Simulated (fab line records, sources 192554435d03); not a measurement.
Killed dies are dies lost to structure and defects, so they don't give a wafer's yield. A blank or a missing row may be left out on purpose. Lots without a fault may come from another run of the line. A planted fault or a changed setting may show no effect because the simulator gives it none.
Split-lot experiment | flow n5_finfet | 7 lots, 21 wafers read, on a route of 1938 steps

THE SPLIT
At N5_BEOL_M0_SAQP_PECVD_96 (deposits a-Si from SiH4/He, target thk 45 nm, time 45.2 s), the setting time_s was moved away from the recipe's 45.2 s on 3 of the 21 wafers read, by -8.7% to +5.0%. The other wafers ran this setting at the recipe's value.

The reading is taken at the split's own step.

THE READING
a-Si_of_BEOL_M0_SAQP_PECVD_96.thk_nm (the simulator's own value, which no gauge read), in nm, at N5_BEOL_M0_SAQP_PECVD_96 (deposits a-Si from SiH4/He, target thk 45 nm, time 45.2 s). The file gives no usual value for it. The 18 wafers here that ran the recipe average 45.2 nm, standard deviation 0.47 nm.

wafer  | tool, chamber at the split | time_s as run, s | against the recipe | a-Si_of_BEOL_M0_SAQP_PECVD_96.thk_nm, nm | against lot-mates on the recipe
L074.1 | pecvd-01, 1                | 45.2             | recipe             | 44.4                                     | -
L074.5 | pecvd-01, 1                | 42.68            | -5.6%              | 42.8                                     | -2.4
L074.6 | pecvd-01, 2                | 45.2             | recipe             | 46                                       | -
L075.3 | pecvd-01, 1                | 45.2             | recipe             | 44.6                                     | -
L075.4 | pecvd-01, 2                | 45.2             | recipe             | 45.2                                     | -
L075.5 | pecvd-01, 2                | 45.2             | recipe             | 45.2                                     | -
L080.1 | pecvd-01, 0                | 45.2             | recipe             | 44.4                                     | -
L080.2 | pecvd-01, 1                | 45.2             | recipe             | 45                                       | -
L080.3 | pecvd-01, 2                | 45.2             | recipe             | 45.4                                     | -
L084.2 | pecvd-02, 2                | 45.2             | recipe             | 44.8                                     | -
L084.3 | pecvd-02, 1                | 45.2             | recipe             | 45.2                                     | -
L084.5 | pecvd-02, 1                | 45.2             | recipe             | 45.2                                     | -
L089.2 | pecvd-02, 0                | 41.26            | -8.7%              | 41                                       | -4.9
L089.5 | pecvd-02, 1                | 45.2             | recipe             | 46                                       | -
L089.6 | pecvd-02, 0                | 45.2             | recipe             | 45.8                                     | -
L091.4 | pecvd-01, 0,2              | 45.2             | recipe             | 45.6                                     | -
L091.5 | pecvd-01, 0,2              | 45.2             | recipe             | 45.6                                     | -
L091.6 | pecvd-01, 1                | 45.2             | recipe             | 45.2                                     | -
L095.3 | pecvd-04, 1                | 45.2             | recipe             | 44.8                                     | -
L095.4 | pecvd-04, 1                | 45.2             | recipe             | 45                                       | -
L095.5 | pecvd-04, 0                | 47.44            | +5.0%              | 47.8                                     | +2.9
Where a row lists several chambers, the file gives one row for several wafers and doesn't say which wafer went through which chamber.

THE FIT
A straight line over all 21 wafers: a-Si_of_BEOL_M0_SAQP_PECVD_96.thk_nm changes by +0.479 nm for each +1% of time_s; r = +0.94; the points scatter about the line by 0.47 nm.
The same after taking each lot's own level away (the mean of its wafers on the recipe; 21 wafers): +0.537 nm for each +1%; r = +0.96; scatter 0.38 nm.
On that fit, the largest move of time_s shifts the reading by 4.7 nm.
The lots' own levels span 44.90 to 45.90 nm, that is 2.1 times the standard deviation above.
So the lot-to-lot level changes the slope: the two fits differ.
Check: with one of the wafers moved furthest among these (-8.7%) left out of the fit, the line predicts -4.31 nm for it against its lot-mates. It came out at -4.9 nm against them.

OTHER SPLITS ON THESE WAFERS
These wafers also went through other splits before the reading. Each is held against what the fit with the lots' levels taken away leaves over:
other split on the same wafers        | wafers away from the commonest value | r with a-Si_of_BEOL_M0_SAQP_PECVD_96.thk_nm (lot level and that fit taken away)
N5_SDB_COAT_03 spin_rpm               | 9                                    | -0.12
N5_HKMG_FIN_ETCH_54 source_w          | 7                                    | +0.13
N5_HKMG_FIN_ETCH_58 source_w          | 7                                    | -0.07
N5_MOL_CONTACT_COAG_ETCH_15 source_w  | 7                                    | -0.19
N5_MOL_CONTACT_COAG_PECVD_31 temp_c   | 9                                    | +0.07
N5_MOL_CONTACT_COAG_EXPOSE_81 dose_mj | 7                                    | +0.01

THE FILE'S OWN FIT
a-Si_of_BEOL_M0_SAQP_PECVD_96.thk_nm changes by +0.535 nm for each +1% of time_s, r = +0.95.
